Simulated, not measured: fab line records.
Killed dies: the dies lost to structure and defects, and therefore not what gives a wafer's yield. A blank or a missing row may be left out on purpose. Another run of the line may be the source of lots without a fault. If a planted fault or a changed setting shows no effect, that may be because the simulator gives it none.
fab line records -- flow n5-finfet
[record] lots = 9, wafers = 26, last-day = 18
route steps=1938 shown ZERO_LAYER@16 PMOS_HMC_CHANNEL_EPI@67 BEOL_M4@1111 PASSIVATION@1936
lots that met no fault: from a run of the same line without faults
start-h: start of the lot's first displayed wafer, in hours after the record's first day -- wait-h: time in hours since the lot's previous step -- " same as the row above -- L1.1+2: several wafers, shown together as one row -- - value missing, or start not given -- * or withheld: withheld -- < > ~ a bound
route shown NAME@n: a module of which the file shows steps, and the number in the route of the first -- usual: average and standard deviation across the fault-free wafers -- same: alike in all rows -- chamber/n: place in a boat -- sites: readings site by site -- _std_site: their standard deviation -- _edge_site: mean of outer sites minus mean of inner sites -- radius-mm: for every site, how far away it sits from the centre of the wafer -- mask NAME#n: copy n -- behind: the last tool/chamber to shape the wafer -- hold: why the lot went on hold/how many hours it stayed there/how the hold came to an end -- device: which transistor (n, p or np) failed to switch -- end of line: at the end of the route, the tests of the same wafers -- step lacking rows: just its recipe -- killed: the dies lost at the first sort to structure and to defects; this is not the yield of the wafer -- map: dies across one wafer; x = killed, . = not, _ = none there
set.NAME: the run value of the setting; set.NAME@STEP: its run value at that earlier step -- model.NAME: the simulator's own value behind a step, which no gauge read
the route's steps for a sample of lots (tables are steps, rows are wafers)
services: a tool's chamber out of use, with start hour (start-h, from the record's first day; less than 0 if before it), hours out, and reason
[[steps]]
[step N5_ZERO_LAYER_ETCH_18]
[recipe] chemistry = HBr/Cl2, target = Si, target-depth-a = 1200, time-s = 40, pressure-mtorr = 10, icp-w = 800, bias-w = 75, HBr_flow_sccm = 150, Cl2_flow_sccm = 80
[usual] bias-w = 75.00/0.21, chamber-pressure-mTorr = 10.000/0.0099, drypump-motor-current-A = 5.5/0.5, oes-product-au = 0.997/0.015, throttle-valve-pct = 36.5/0.34
lot.wafer,tool,chamber,start-h,wait-h,bias-w,chamber-pressure-mTorr,drypump-motor-current-A,oes-product-au,rf-hours-counter-h,throttle-valve-pct
L239.3,rie-si-06,0,18.86,0.0,75.19,10.006,5.1,1.014,155,36.6
L239.4,rie-si-06,2,18.86,0.0,75.19,10.006,5.4,0.978,81,35.9
L239.6,rie-si-06,0,18.86,0.0,75.08,9.997,5.1,1.015,-,36.6
L240.2,rie-si-04,1,25.17,0.0,75.13,9.990,6.5,1.000,119,36.7
L240.4,rie-si-04,0,25.17,0.0,74.88,10.004,5.5,0.989,130,36.4
L240.5,rie-si-04,0,25.17,0.0,74.90,9.996,5.5,0.995,-,36.4
L243.1,rie-si-04,0,42.79,0.0,75.34,9.993,5.4,0.996,131,36.4
L243.5,rie-si-04,0,42.79,0.0,75.13,10.001,5.4,0.993,-,36.4
L245.2,rie-si-06,0,55.80,0.0,74.65,10.009,5.1,1.009,156,36.6
L245.4,rie-si-06,2,55.80,0.0,74.81,9.993,5.4,0.968,82,36.0
L245.6,rie-si-06,1,55.80,0.0,75.22,9.984,6.0,0.992,-,36.8
L254.2,rie-si-04,3,108.91,0.0,74.86,9.989,5.4,1.031,83,36.1
L254.3,rie-si-04,0,108.91,0.0,75.19,9.989,5.4,0.999,132,36.4
L254.6,rie-si-04,1,108.91,0.0,80.09,10.001,6.5,1.004,-,36.7
L255.1,rie-si-06,3,114.81,0.0,74.65,9.996,5.7,1.014,140,36.8
L255.3,rie-si-06,0,114.81,0.0,74.88,9.983,5.1,1.015,157,36.6
L255.6,rie-si-06,3,114.81,0.0,74.90,9.994,5.7,1.000,-,36.7
L258.1,rie-si-06,2,132.92,0.0,74.61,9.992,5.4,0.974,83,35.9
L258.4,rie-si-06,1,132.92,0.0,75.01,10.019,5.9,0.987,3,36.8
L258.5,rie-si-06,2,132.92,0.0,75.03,10.003,5.5,0.972,-,36.0
L259.1,rie-si-06,1,139.47,0.0,75.13,10.006,6.0,0.986,3,36.8
L259.3,rie-si-06,3,139.47,0.0,75.25,9.989,5.7,1.005,141,36.7
L259.5,rie-si-06,0,139.47,0.0,75.22,10.021,5.1,1.011,-,36.6
L260.1,rie-si-06,1,144.79,0.0,75.24,10.007,6.0,0.990,3,36.8
L260.3,rie-si-06,3,144.79,0.0,74.84,10.007,5.7,1.006,141,36.8
L260.6,rie-si-06,0,144.79,0.0,74.99,10.001,5.1,1.014,-,36.6
[step N5_PMOS_HMC_CHANNEL_EPI_INSPECT_11]
[recipe] mode = adi, inspect-instrument = macro
[usual] raw-defect-count = 2.2/1.4
lot.wafer,tool,chamber,start-h,wait-h,raw-defect-count
L239.3,defect-inspect-01,-,23.04,0.0,2
L239.4,defect-inspect-01,-,23.04,0.0,2
L239.6,defect-inspect-01,-,23.04,0.0,4
L240.2,defect-inspect-02,-,29.66,0.0,2
L240.4,defect-inspect-02,-,29.66,0.0,1
L240.5,defect-inspect-02,-,29.66,0.0,1
L243.1,defect-inspect-01,-,47.48,0.0,1
L243.5,defect-inspect-01,-,47.48,0.0,2
L245.2,defect-inspect-02,-,62.89,0.0,1
L245.4,defect-inspect-02,-,62.89,0.0,3
L245.6,defect-inspect-02,-,62.89,0.0,3
L254.2,defect-inspect-02,-,114.78,0.0,1
L254.3,defect-inspect-02,-,114.78,0.0,3
L254.6,defect-inspect-02,-,114.78,0.0,0
L255.1,defect-inspect-01,-,119.54,0.0,1
L255.3,defect-inspect-01,-,119.54,0.0,1
L255.6,defect-inspect-01,-,119.54,0.0,4
L258.1,defect-inspect-01,-,137.61,0.0,3
L258.4,defect-inspect-01,-,137.61,0.0,1
L258.5,defect-inspect-01,-,137.61,0.0,1
L259.1,defect-inspect-02,-,143.77,0.0,0
L259.3,defect-inspect-02,-,143.77,0.0,2
L259.5,defect-inspect-02,-,143.77,0.0,6
L260.1,defect-inspect-01,-,149.43,0.0,3
L260.3,defect-inspect-01,-,149.43,0.0,3
L260.6,defect-inspect-01,-,149.43,0.0,2
[step N5_PMOS_HMC_CHANNEL_EPI_DESCUM_14]
[recipe] chemistry = O2, time-s = 7.9, source-power-w = 50, bias-power-w = 20, pressure-mtorr = 20, rf-frequency-hz = 2.712e+07, temp-c = 40, resist = CAR-ArF-block, o2-flow-sccm = 225
[usual] chamber-pressure-mTorr = 20.001/0.017, drypump-motor-current-A = 5.6/0.45, oes-product-au = 0.76/0.073, rf-vpp-V = 243.3/1.3, showerhead-plenum-p-Torr = 2.10/0.054, temp-c = 40.01/0.11, throttle-valve-pct = 20.41/0.25
lot.wafer,tool,chamber,start-h,wait-h,chamber-pressure-mTorr,drypump-motor-current-A,oes-product-au,rf-hours-counter-h,rf-vpp-V,showerhead-plenum-p-Torr,temp-c,throttle-valve-pct
L239.3,rie-diel-04,2,23.35,0.3,20.025,5.6,0.90,28,246.2,2.20,39.96,20.12
L239.4,rie-diel-04,1,23.35,0.3,20.011,5.7,0.73,155,243.3,2.12,40.22,20.98
L239.6,rie-diel-04,3,23.35,0.3,19.985,5.2,0.72,-,242.8,2.18,39.85,20.51
L240.2,rie-diel-03,0,29.70,0.0,19.992,5.6,0.66,228,243.2,2.05,40.27,20.40
L240.4,rie-diel-03,2,29.70,0.0,20.022,5.6,0.91,39,243.5,2.11,39.89,19.98
L240.5,rie-diel-03,0,29.70,0.0,20.000,5.6,0.66,-,243.4,2.05,40.13,20.39
L243.1,rie-diel-02,3,47.51,0.0,19.992,5.1,0.73,195,242.4,2.06,40.11,20.46
L243.5,rie-diel-02,0,47.51,0.0,20.024,5.6,0.84,-,241.2,2.04,40.05,20.32
L245.2,rie-diel-02,2,62.92,0.0,20.002,5.4,0.76,129,244.2,2.17,40.00,20.08
L245.4,rie-diel-02,1,62.92,0.0,20.005,6.5,0.74,163,243.5,2.08,40.04,20.33
L245.6,rie-diel-02,1,62.92,0.0,19.994,6.6,0.73,-,242.7,2.08,39.88,20.33
L254.2,rie-diel-03,0,114.82,0.0,19.997,5.6,0.65,244,242.3,2.04,40.07,20.41
L254.3,rie-diel-03,3,114.82,0.0,20.026,6.0,0.82,119,241.6,2.10,40.05,20.48
L254.6,rie-diel-03,0,114.82,0.0,20.010,5.6,0.66,-,241.6,2.04,40.13,20.42
L255.1,rie-diel-02,1,119.58,0.0,19.990,6.5,0.72,183,242.6,2.08,40.21,20.36
L255.3,rie-diel-02,2,119.58,0.0,19.986,5.4,0.75,150,243.9,2.17,39.95,20.12
L255.6,rie-diel-02,0,119.58,0.0,20.000,5.5,0.82,-,241.3,2.03,39.93,20.34
L258.1,rie-diel-04,1,138.35,0.7,19.991,5.7,0.69,199,241.7,2.10,40.01,21.06
L258.4,rie-diel-04,0,138.35,0.7,19.983,6.0,0.71,206,244.5,2.16,39.89,20.61
L258.5,rie-diel-04,0,138.35,0.7,19.992,6.0,0.72,-,244.9,2.16,39.85,20.63
L259.1,rie-diel-02,3,143.80,0.0,19.991,5.1,0.70,221,242.3,2.05,39.91,20.51
L259.3,rie-diel-02,2,143.80,0.0,19.963,5.4,0.73,152,244.1,2.17,40.08,20.11
L259.5,rie-diel-02,1,143.80,0.0,19.984,6.4,0.72,-,243.7,2.07,40.04,20.37
L260.1,rie-diel-04,1,149.47,0.0,20.015,5.7,0.69,200,242.2,2.10,40.18,21.05
L260.3,rie-diel-04,2,149.47,0.0,19.977,5.6,0.82,73,245.1,2.19,39.87,20.18
L260.6,rie-diel-04,2,149.47,0.0,20.030,5.6,0.83,-,243.9,2.19,40.08,20.17
[step N5_PMOS_HMC_CHANNEL_EPI_HM_OPEN_15]
[recipe] chemistry = CHF3/O2, target = SiO2, mask-material = CAR-ArF-block, target-depth-a = 406, CHF3_flow_sccm = 50, O2_flow_sccm = 5, Ar_flow_sccm = 200, time-s = 20.3, pressure-mtorr = 30, source-w = 650, bias-w = 170, ion-energy-ev = 200
[usual] chamber-pressure-mTorr = 30.003/0.024, drypump-motor-current-A = 5.6/0.45, oes_f_703_au = 0.76/0.064, oes-product-au = 0.76/0.072, rf-vpp-V = 524/15, showerhead-plenum-p-Torr = 2.44/0.071, throttle-valve-pct = 18.96/0.21
lot.wafer,tool,chamber,start-h,wait-h,chamber-pressure-mTorr,drypump-motor-current-A,oes_f_703_au,oes-product-au,rf-hours-counter-h,rf-vpp-V,showerhead-plenum-p-Torr,throttle-valve-pct
L239.3,rie-diel-04,2,23.42,0.0,29.992,5.6,0.91,0.92,28,524,2.59,18.89
L239.4,rie-diel-04,1,23.42,0.0,29.967,5.8,0.73,0.73,155,524,2.42,19.25
L239.6,rie-diel-04,3,23.42,0.0,30.015,5.2,0.73,0.75,-,520,2.54,19.12
L240.2,rie-diel-03,0,29.77,0.0,30.030,5.6,0.67,0.68,228,539,2.38,18.91
L240.4,rie-diel-03,2,29.77,0.0,30.005,5.6,0.85,0.89,39,532,2.47,18.72
L240.5,rie-diel-03,0,29.77,0.0,30.042,5.6,0.67,0.67,-,537,2.38,18.93
L243.1,rie-diel-02,3,47.59,0.0,30.040,5.1,0.72,0.72,195,499,2.41,19.19
L243.5,rie-diel-02,0,47.59,0.0,30.017,5.5,0.82,0.84,-,550,2.34,18.64
L245.2,rie-diel-02,2,63.00,0.0,29.996,5.4,0.75,0.76,129,535,2.52,18.64
L245.4,rie-diel-02,1,63.00,0.0,29.975,6.5,0.77,0.75,163,525,2.41,18.90
L245.6,rie-diel-02,1,63.00,0.0,29.993,6.5,0.77,0.75,-,527,2.41,18.88
L254.2,rie-diel-03,0,114.89,0.0,29.976,5.6,0.67,0.66,244,538,2.37,18.95
L254.3,rie-diel-03,3,114.89,0.0,30.000,6.0,0.80,0.80,119,501,2.43,18.98
L254.6,rie-diel-03,0,114.89,0.0,29.986,5.6,0.67,0.66,-,539,2.37,18.94
L255.1,rie-diel-02,1,119.66,0.0,30.034,6.5,0.76,0.74,183,526,2.40,18.92
L255.3,rie-diel-02,2,119.66,0.0,29.999,5.4,0.73,0.74,150,533,2.51,18.67
L255.6,rie-diel-02,0,119.66,0.0,29.989,5.5,0.80,0.82,-,549,2.33,18.70
L258.1,rie-diel-04,1,138.43,0.0,30.012,5.8,0.69,0.69,199,524,2.41,19.33
L258.4,rie-diel-04,0,138.43,0.0,29.998,6.0,0.71,0.70,206,506,2.48,19.06
L258.5,rie-diel-04,0,138.43,0.0,30.046,6.0,0.70,0.70,-,506,2.48,19.06
L259.1,rie-diel-02,3,143.88,0.0,30.009,5.1,0.71,0.70,221,498,2.40,19.22
L259.3,rie-diel-02,2,143.88,0.0,29.962,5.4,0.73,0.75,152,535,2.51,18.70
L259.5,rie-diel-02,1,143.88,0.0,29.994,6.5,0.75,0.73,-,527,2.40,18.93
L260.1,rie-diel-04,1,149.55,0.0,29.982,5.7,0.69,0.69,200,522,2.40,19.34
L260.3,rie-diel-04,2,149.55,0.0,29.995,5.6,0.84,0.84,73,526,2.57,18.94
L260.6,rie-diel-04,2,149.55,0.0,30.021,5.6,0.84,0.84,-,524,2.57,18.95
[step N5_BEOL_M4_RC_MEAS_101]
[usual] DIBL_N = 36.7/2.6, DIBL_P = 36.9/2.8, IOFF_N = 0.17/0.043, IOFF_P = 0.22/0.05, ION_N = 678/15, ION_P = 465/9.2, SS_N = 71.6/0.79, SS_P = 73.5/0.82, VT_N = 250/3.9, VT_P = -250/3.7
lot.wafer,tool,chamber,start-h,wait-h,DIBL_N[mV/V],DIBL_P[mV/V],IOFF_N[nA/um],IOFF_P[nA/um],ION_N[uA/um],ION_P[uA/um],SS_N[mV/dec],SS_P[mV/dec],VT_N[mV],VT_P[mV]
L240.2,prober-02,0,191.70,0.2,36.1,37.0,0.16,0.18,697,466,71.5,73.2,248,-254
L240.4,prober-02,0,191.70,0.2,35.9,36.4,0.14,0.17,662,446,71.6,73.2,254,-255
L240.5,prober-02,0,191.70,0.2,37.1,37.0,0.16,0.17,690,459,71.8,74.1,251,-257
L239.3,prober-02,0,195.40,0.3,34.3,34.6,0.15,0.21,681,469,71.6,72.6,248,-249
L239.4,prober-02,0,195.40,0.3,34.4,35.3,0.14,0.21,678,467,70.9,72.8,251,-253
L239.6,prober-02,0,195.40,0.3,35.2,35.6,0.15,0.21,685,469,71.4,73.2,251,-249
L245.2,prober-01,0,206.64,0.2,36.4,36.8,0.16,0.20,671,461,71.3,73.1,248,-251
L245.4,prober-01,0,206.64,0.2,41.1,42.8,0.24,0.29,679,458,73.3,75.0,247,-247
L245.6,prober-01,0,206.64,0.2,37.8,37.5,0.17,0.21,667,454,72.0,73.9,253,-251
L243.1,prober-02,0,222.36,0.0,37.0,38.0,0.17,0.23,678,473,71.7,74.1,247,-248
L243.5,prober-02,0,222.36,0.0,36.4,36.0,0.16,0.21,685,469,72.4,74.1,253,-250
L254.2,prober-02,0,269.78,0.2,37.8,37.5,0.18,0.23,678,461,71.8,73.5,248,-250
L254.3,prober-02,0,269.78,0.2,35.0,35.2,0.13,0.20,669,467,71.2,72.2,251,-251
L254.6,prober-02,0,269.78,0.2,33.4,32.9,0.12,0.16,667,460,70.8,73.3,253,-252
L255.1,prober-01,0,272.71,0.0,37.1,36.6,0.16,0.21,675,466,72.0,73.8,248,-248
L255.3,prober-01,0,272.71,0.0,35.9,35.2,0.14,0.18,684,466,71.7,72.9,250,-252
L255.6,prober-01,0,272.71,0.0,36.6,35.2,0.15,0.19,666,456,72.3,73.9,252,-251
L260.1,prober-01,0,312.65,0.0,31.9,32.4,0.11,0.16,661,461,70.0,73.0,254,-252
L260.3,prober-01,0,312.65,0.0,35.5,36.8,0.16,0.20,670,451,71.8,73.0,248,-249
L260.6,prober-01,0,312.65,0.0,32.5,32.3,0.11,0.15,652,453,70.7,71.9,254,-255
L258.1,prober-02,0,312.69,0.0,38.8,37.9,0.20,0.24,690,475,71.3,74.6,244,-248
L258.4,prober-02,0,312.69,0.0,36.5,35.2,0.15,0.21,664,454,70.6,73.6,251,-248
L258.5,prober-02,0,312.69,0.0,39.8,39.3,0.24,0.28,703,470,71.8,74.4,244,-248
L259.1,prober-01,0,334.76,0.0,36.3,36.2,0.13,0.19,660,460,71.8,73.1,254,-255
L259.3,prober-01,0,334.76,0.0,38.8,39.3,0.18,0.23,690,476,71.4,73.8,248,-250
L259.5,prober-01,0,334.76,0.0,40.2,40.5,0.20,0.26,685,469,72.3,73.9,248,-250
[step N5_PASSIVATION_PROBE_49]
[usual] defect-limited-yield = 91.0/1.4, killed_at_M0_to_M3 = 36/9.6, killed_at_M4_up = 14/6.1, killed-at-contacts = 13/6.6, killed-at-front-end = 40/11, killed-at-other = 3.2/2.9, killed-dies = 106/17, killed-open = 71/12, killed-short = 33/7.3, sort_bin_5_function = 5.3/1, sort_bin_6_memory = 3.4/0.68, sort-n-pass = 1073/19, sort-yield-pct = 91.0/1.6
[same] gross-dies = 1180, killed-at-back-side = 0, sort_bin_4_leakage[%] = 0, sort_bin_8_speed[%] = 0
lot.wafer,tool,chamber,start-h,wait-h,defect-limited-yield[%],killed_at_M0_to_M3,killed_at_M4_up,killed-at-contacts,killed-at-front-end,killed-at-other,killed-dies,killed-open,killed-short,sort_bin_5_function[%],sort_bin_6_memory[%],sort-n-pass,sort-yield-pct[%]
L240.2,prober-01,-,299.45,0.1,91.8,42,16,12,26,1,97,64,32,4.7,3.2,1083,91.8
L240.4,prober-01,-,299.55,0.2,92.1,25,8,12,42,6,93,55,38,5.4,2.0,1087,92.1
L240.5,prober-01,-,299.60,0.2,91.1,32,19,8,42,4,105,68,35,5.2,3.6,1075,91.1
L239.3,prober-01,-,305.89,0.1,92.3,33,21,9,27,1,91,57,30,4.3,3.1,1089,92.3
L239.4,prober-01,-,305.94,0.2,90.2,21,14,34,44,3,116,86,30,5.3,4.2,1064,90.2
L239.6,prober-01,-,306.04,0.3,91.5,20,15,8,53,4,100,62,36,5.4,2.5,1080,91.5
L243.1,prober-01,-,327.19,0.0,91.9,29,16,11,38,1,95,64,31,5.0,2.9,1085,91.9
L243.5,prober-01,-,327.39,0.2,90.3,39,11,15,50,0,115,75,40,6.4,3.1,1065,90.3
L254.2,prober-01,-,372.64,0.1,90.3,29,20,22,43,1,115,85,29,6.4,3.2,1065,90.3
L254.3,prober-01,-,372.69,0.1,87.3,33,27,19,70,1,150,99,48,7.8,4.6,1030,87.3
L254.6,prober-01,-,372.84,0.3,90.4,33,23,10,45,2,113,81,31,5.4,3.8,1067,90.4
L255.1,prober-01,-,385.25,0.0,92.2,32,25,13,22,0,92,58,34,4.3,3.3,1088,92.2
L255.3,prober-01,-,385.35,0.1,90.6,50,12,8,41,0,111,64,39,5.7,2.8,1069,90.6
L255.6,prober-01,-,385.50,0.3,90.2,59,15,16,26,0,116,79,34,4.9,4.6,1064,90.2
L260.1,prober-01,-,425.14,0.0,90.6,43,5,10,51,2,111,76,34,5.3,3.9,1069,90.6
L260.3,prober-01,-,425.24,0.1,92.6,32,11,13,27,4,87,62,22,4.2,3.0,1093,92.6
L260.6,prober-01,-,425.39,0.3,93.0,23,11,21,28,0,83,64,18,4.1,2.8,1097,93.0
// killed by level:class
L240.2 MOL_CONTACT_COAG:geometric-particle:open=11 BEOL_M0_SAQP:geometric-particle:open=11 BEOL_M0_SAQP:geometric-particle:short=11 BEOL_M1:geometric-particle:open=7 BEOL_M2:geometric-particle:open=6 FIN_SAQP:geometric-particle:short=5 STI_FIN_REVEAL:geometric-particle:open=5 BEOL_M4:geometric-particle:open=5
L240.4 MOL_CONTACT_COAG:geometric-particle:open=9 BEOL_M1:geometric-particle:open=9 STI_FIN_REVEAL:geometric-particle:open=7 STARTING-WAFER:geometric-particle:short=6 STI_FIN_REVEAL:geometric-particle:short=5 DUMMY_GATE:geometric-particle:open=5 FIN_SAQP:geometric-particle:short=4 GATE_CUT:geometric-particle:short=4
L240.5 FIN_SAQP:geometric-particle:open=11 BEOL_M1:geometric-particle:open=10 BEOL_M0_SAQP:geometric-particle:short=9 STI_FIN_REVEAL:geometric-particle:open=8 BEOL_M0_SAQP:geometric-particle:open=8 BEOL_M4:geometric-particle:open=8 GATE_CUT:geometric-particle:short=6 FIN_SAQP:geometric-particle:short=5
L239.3 BEOL_M4:geometric-particle:open=10 MOL_CONTACT_COAG:geometric-particle:open=7 BEOL_M1:geometric-particle:open=7 STI_FIN_REVEAL:geometric-particle:open=6 BEOL_M0_SAQP:geometric-particle:open=5 FIN_SAQP:geometric-particle:short=4 BEOL_M2:geometric-particle:open=4 BEOL_M2:geometric-particle:short=4
L239.4 MOL_CONTACT_COAG:geometric-particle:open=27 STI_FIN_REVEAL:geometric-particle:open=23 MOL_CONTACT_COAG:geometric-particle:short=7 BEOL_M2:geometric-particle:open=7 BEOL_M4:geometric-particle:open=7 FIN_SAQP:geometric-particle:open=5 FIN_SAQP:geometric-particle:short=3 STI_FIN_REVEAL:geometric-particle:short=3
L239.6 STI_FIN_REVEAL:geometric-particle:open=15 FIN_SAQP:geometric-particle:open=8 DUMMY_GATE:geometric-particle:open=7 GATE_CUT:geometric-particle:short=7 MOL_CONTACT_COAG:geometric-particle:open=7 FIN_SAQP:geometric-particle:short=6 BEOL_M5:geometric-particle:open=5 BEOL_M0_SAQP:geometric-particle:short=4
L243.1 STI_FIN_REVEAL:geometric-particle:open=13 MOL_CONTACT_COAG:geometric-particle:open=11 FIN_SAQP:geometric-particle:open=6 STI_FIN_REVEAL:geometric-particle:short=6 BEOL_M2:geometric-particle:open=6 FIN_SAQP:geometric-particle:short=5 BEOL_M3:geometric-particle:short=5 BEOL_M0_SAQP:geometric-particle:short=5
L243.5 FIN_SAQP:geometric-particle:open=15 FIN_SAQP:geometric-particle:short=14 MOL_CONTACT_COAG:geometric-particle:open=12 STI_FIN_REVEAL:geometric-particle:open=10 BEOL_M0_SAQP:geometric-particle:short=9 BEOL_M0_SAQP:geometric-particle:open=7 BEOL_M2:geometric-particle:open=7 BEOL_M3:geometric-particle:open=7
L254.2 MOL_CONTACT_COAG:geometric-particle:open=17 STI_FIN_REVEAL:geometric-particle:open=11 BEOL_M4:geometric-particle:open=9 BEOL_M0_SAQP:geometric-particle:open=8 BEOL_M1:geometric-particle:open=8 BEOL_M2:geometric-particle:open=7 DUMMY_GATE:geometric-particle:open=5 MOL_CONTACT_COAG:geometric-particle:short=5
L254.3 STI_FIN_REVEAL:geometric-particle:open=17 FIN_SAQP:geometric-particle:open=16 MOL_CONTACT_COAG:geometric-particle:open=13 BEOL_M4:geometric-particle:open=12 BEOL_M0_SAQP:geometric-particle:open=9 BEOL_M2:geometric-particle:open=8 DUMMY_GATE:geometric-particle:open=6 GATE_CUT:geometric-particle:short=6
L254.6 BEOL_M0_SAQP:geometric-particle:open=14 BEOL_M4:geometric-particle:open=12 STI_FIN_REVEAL:geometric-particle:open=12 MOL_CONTACT_COAG:geometric-particle:open=9 FIN_SAQP:geometric-particle:short=7 BEOL_M0_SAQP:geometric-particle:short=7 STI_FIN_REVEAL:geometric-particle:short=5 FIN_SAQP:geometric-particle:open=4
L255.1 BEOL_M4:geometric-particle:open=13 MOL_CONTACT_COAG:geometric-particle:open=10 BEOL_M1:geometric-particle:open=10 BEOL_M0_SAQP:geometric-particle:short=9 BEOL_M1:geometric-particle:short=7 STARTING-WAFER:geometric-particle:open=4 STARTING-WAFER:geometric-particle:short=4 FIN_SAQP:geometric-particle:short=3
L255.3 BEOL_M1:geometric-particle:open=14 BEOL_M0_SAQP:geometric-particle:open=10 FIN_SAQP:geometric-particle:short=9 BEOL_M4:geometric-particle:open=8 BEOL_M1:geometric-particle:short=7 BEOL_M2:geometric-particle:open=7 MOL_CONTACT_COAG:geometric-particle:open=6 FIN_SAQP:geometric-particle:open=5
L255.6 BEOL_M1:geometric-particle:open=18 MOL_CONTACT_COAG:geometric-particle:open=13 BEOL_M0_SAQP:geometric-particle:open=12 BEOL_M0_SAQP:geometric-particle:short=11 BEOL_M1:geometric-particle:short=6 FIN_SAQP:geometric-particle:short=5 FIN_SAQP:geometric-particle:open=5 BEOL_M3:geometric-particle:open=4
L260.1 BEOL_M2:geometric-particle:open=21 STI_FIN_REVEAL:geometric-particle:open=19 MOL_CONTACT_COAG:geometric-particle:open=8 FIN_SAQP:geometric-particle:open=7 FIN_SAQP:geometric-particle:short=7 GATE_CUT:geometric-particle:short=5 STARTING-WAFER:geometric-particle:short=5 BEOL_M0_SAQP:geometric-particle:short=4
L260.3 MOL_CONTACT_COAG:geometric-particle:open=10 BEOL_M0_SAQP:geometric-particle:open=9 BEOL_M2:geometric-particle:open=8 BEOL_M4:geometric-particle:open=7 STI_FIN_REVEAL:geometric-particle:open=5 DUMMY_GATE:geometric-particle:open=5 BEOL_M1:geometric-particle:open=5 MOL_CONTACT_COAG:geometric-particle:short=3
L260.6 MOL_CONTACT_COAG:geometric-particle:open=16 FIN_SAQP:geometric-particle:open=7 STI_FIN_REVEAL:geometric-particle:open=7 BEOL_M2:geometric-particle:open=7 BEOL_M0_SAQP:geometric-particle:open=5 MOL_CONTACT_COAG:geometric-particle:short=5 BEOL_M1:geometric-particle:open=5 BEOL_M4:geometric-particle:open=4
[[services]]
tool,chamber,start-h,hours,kind
rie-si-06,-,6.67,0.4,repair
rie-si-06,3,21.49,1.0,repair
rie-diel-02,-,22.07,1.7,repair
rie-si-06,3,24.63,3.5,repair
rie-si-04,-,38.15,0.4,repair
rie-diel-03,-,51.01,28.1,pm
rie-diel-02,3,51.13,3.8,repair
rie-diel-02,0,72.37,6.3,repair
rie-diel-04,3,100.75,14.7,repair
rie-diel-03,2,103.34,6.7,repair
rie-diel-04,0,119.99,13.8,repair
rie-diel-02,-,124.83,14.6,pm
rie-diel-03,1,126.17,-,clean
rie-diel-03,1,126.17,-,consumable-replace:focus-ring
rie-diel-03,1,126.17,11.5,scheduled-down
rie-diel-03,1,126.17,11.5,vent-cycle
rie-si-04,3,131.65,3.1,repair
rie-diel-03,0,137.79,-,clean
rie-diel-03,0,137.79,-,consumable-replace:focus-ring
rie-diel-03,0,137.79,18.6,scheduled-down
rie-diel-03,0,137.79,18.6,vent-cycle
[[key]]
[first-sign] step = N5_ZERO_LAYER_ETCH_18, reading = bias-w, direction = up, sigmas = 24, usual = *, struck = *
effect none on later readings
met-at N5_ZERO_LAYER_ETCH_18
struck-lots L254
struck-wafers L254.6
not-acting-at N5_PMOS_HMC_CHANNEL_EPI_INSPECT_11,N5_PMOS_HMC_CHANNEL_EPI_DESCUM_14,N5_PMOS_HMC_CHANNEL_EPI_HM_OPEN_15
onset-between 25.17 108.91
[fault] kind = process-parameter-drift, tool = rie-si-04, chamber = 1, onset-h = 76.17, steps = N5_ZERO_LAYER_ETCH_18, channel = bias-w, offset = *, shape = step, end-h = 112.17, acts-in = *, stated = *
